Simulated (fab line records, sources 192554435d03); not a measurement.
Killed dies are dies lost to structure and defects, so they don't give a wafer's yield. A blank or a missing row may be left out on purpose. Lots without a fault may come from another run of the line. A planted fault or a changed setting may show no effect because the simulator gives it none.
Which tool did it? | flow n5_finfet | 10 lots, 30 wafers sampled, at 3 steps of a route of 1938

WHAT THE GAUGES READ, wafer by wafer
N5_BEOL_M12_INSPECT_12: inspects for defects (macro).
lot  | measured     | on                | raw_defect_count
L970 | day 10 17:50 | defect_inspect-01 | 1 2 2
L971 | day 11 00:29 | defect_inspect-01 | 4 3 1
L973 | day 11 23:41 | defect_inspect-01 | 2 3 2
L974 | day 12 07:53 | defect_inspect-02 | 1 2 1
L978 | day 12 13:51 | defect_inspect-02 | 0 2 1
L987 | day 14 11:35 | defect_inspect-01 | 2 5 5
L986 | day 14 14:22 | defect_inspect-02 | 6 3 2
L989 | day 14 20:30 | defect_inspect-02 | 1 0 1
L988 | day 15 18:45 | defect_inspect-02 | 0 1 1
L992 | day 16 15:13 | defect_inspect-02 | 5 2 3

N5_BEOL_M12_OVL_MEAS_29.
lot  | measured     | on         | M12_OVL (nm)
L970 | day 10 18:43 | overlay-01 | -6 1 5
L971 | day 11 01:33 | overlay-01 | -2 -2 -7
L973 | day 12 00:46 | overlay-01 | -10 -1 -9
L974 | day 12 08:55 | overlay-02 | 45 44 47
L978 | day 12 15:04 | overlay-02 | 48 46 47
L987 | day 14 12:35 | overlay-02 | -1 -10 -7
L986 | day 14 15:16 | overlay-01 | -2 7 5
L989 | day 14 22:22 | overlay-02 | -5 -6 -8
L988 | day 15 19:38 | overlay-01 | -4 0 -7
L992 | day 16 16:14 | overlay-02 | 6 -1 5

WHICH TOOL RAN EACH LOT (tool, then ch and the chambers of the sampled wafers, then the start)
lot  | N5_BEOL_M12_EXPOSE_25
L970 | krf_scanner-01 ch 0, day 10 18:31
L971 | krf_scanner-01 ch 0, day 11 01:21
L973 | krf_scanner-02 ch 0, day 12 00:34
L974 | krf_scanner-01 ch 0, day 12 08:43
L978 | krf_scanner-01 ch 0, day 12 14:53
L987 | krf_scanner-02 ch 0, day 14 12:23
L986 | krf_scanner-02 ch 0, day 14 15:03
L989 | krf_scanner-02 ch 0, day 14 22:10
L988 | krf_scanner-02 ch 0, day 15 19:27
L992 | krf_scanner-02 ch 0, day 16 16:02
- N5_BEOL_M12_EXPOSE_25: exposes mask M12.

WHAT THE TOOLS THEMSELVES READ (means of the sampled wafers that have a number; where no wafer has one, the mark that the record gives instead)
The record holds no such reading with a usual standard deviation.

THE ANSWER, worked out from the rows above alone
Rule: what is usual is taken from the lots themselves. Put in order of their means at a reading, lots are off if they are a third of the lots or fewer, leave a main group of 4 or more, and stand apart from it by a gap of 3 or more times the standard deviation of the main group's means; of several such gaps the widest counts. A main group whose means are all the same, to the digits that the tables above print for the reading, isn't used. A lot without any number at a reading at which 4 lots or more have one is off too. The other lots that the step has rows for count as sound. The gauges are gone through in route order, then the tools' own readings, and for those a lot's mean is taken as printed above. The first step at which some lot is off is used, and at that step the reading that is off furthest; a lot without a number counts as furthest.
Off: L974, L978, at N5_BEOL_M12_OVL_MEAS_29 (M12_OVL). The main group: mean -2 nm, standard deviation 3.9.
A tool fits if, at a process step before that reading, it ran every lot that is off, and no sound lot after the first of them. The gauges at N5_BEOL_M12_OVL_MEAS_29 are tried like those tools. One fits: krf_scanner-01 at N5_BEOL_M12_EXPOSE_25. Its last sound lot is L971 (day 11 01:21), its first lot that is off L974 (day 12 08:43): a fault that began between those two fits.

WHAT THE SIMULATOR HAD PUT IN
Scanner matching overlay: krf_scanner-01, from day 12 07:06 on, at N5_BEOL_M12_EXPOSE_25. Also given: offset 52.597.
Lots struck among those shown: L974, L978. The rule above found the same.
